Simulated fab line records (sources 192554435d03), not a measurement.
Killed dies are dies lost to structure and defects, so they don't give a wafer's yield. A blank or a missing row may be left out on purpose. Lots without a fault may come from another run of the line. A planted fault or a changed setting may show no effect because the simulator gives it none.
Matching of chambers    flow n5-finfet    4 sister chambers for N5_BEOL_M14_ETCH_59 on rie-diel-06
The step etches BARC in N2/H2, target depth 89 nm, overetch 26.7 nm, time 67.9 s. 16 wafers are shown with their chamber, then 8 later ones without.

## WAFERS, EACH WITH ITS CHAMBER
wafer   chamber  showerhead-plenum-p-Torr (Torr)  throttle-valve-pct (%)  drypump-motor-current-A (A)
L080.3  2        2.62                             17.93                   5.1
L080.5  2        2.62                             17.93                   5.1
L080.6  1        2.55                             17.97                   5.7
L083.1  1        2.55                             17.96                   5.7
L083.4  3        2.52                             17.90                   5.9
L083.6  3        2.52                             17.90                   5.9
L085.2  1        2.55                             17.98                   5.8
L085.3  0        2.50                             18.23                   6.0
L085.6  3        2.51                             17.92                   5.9
L086.1  0        2.50                             18.22                   5.9
L086.4  3        2.51                             17.93                   5.9
L086.6  3        2.51                             17.92                   5.8
L090.1  1        2.54                             18.04                   5.8
L090.4  1        2.54                             18.02                   5.7
L090.5  3        2.50                             17.94                   5.9
L091.1  1        2.54                             18.00                   5.7

SIGNATURES (means of the wafers above)
reading                   chamber 0  chamber 1  chamber 2  chamber 3  scatter within a chamber
showerhead-plenum-p-Torr  2.5000     2.5450     2.6200     2.5117     0.00601
throttle-valve-pct        18.2250    17.9950    17.9300    17.9183    0.0225
drypump-motor-current-A   5.950      5.733      5.100      5.883      0.0471
Rule: a wafer's distance from a chamber is the root of the sum, over the readings, of the square of ((its reading less the chamber's mean) divided by the reading's scatter). If the next closest chamber is less than 2 further off than the closest, the wafer can't be placed; otherwise it belongs to the closest. The scatter is the square root of a quotient: the sum, over the shown wafers, of each reading's squared deviation from its chamber's mean, divided by wafers minus chambers.

## WAFERS WITH NO CHAMBER GIVEN
wafer   showerhead-plenum-p-Torr (Torr)  throttle-valve-pct (%)  drypump-motor-current-A (A)
L091.4  2.61                             17.98                   5.1
L091.6  2.50                             17.97                   5.9
L095.1  2.49                             17.83                   5.9
L095.2  2.50                             17.96                   5.8
L095.4  2.54                             18.03                   5.7
L097.4  2.54                             18.05                   5.7
L097.5  2.50                             17.99                   5.9
L097.6  2.49                             17.83                   6.0

## THE CHAMBER EACH PASSED THROUGH
wafer    from the rows above   in truth
L091.4   2                     2
L091.6   3                     3
L095.1   3                     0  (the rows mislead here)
L095.2   3                     3
L095.4   1                     1
L097.4   1                     1
L097.5   3                     3
L097.6   3                     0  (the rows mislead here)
Correct placement for 6 of the 8. Can't be placed from these rows: 0. Number placed wrongly: 2.
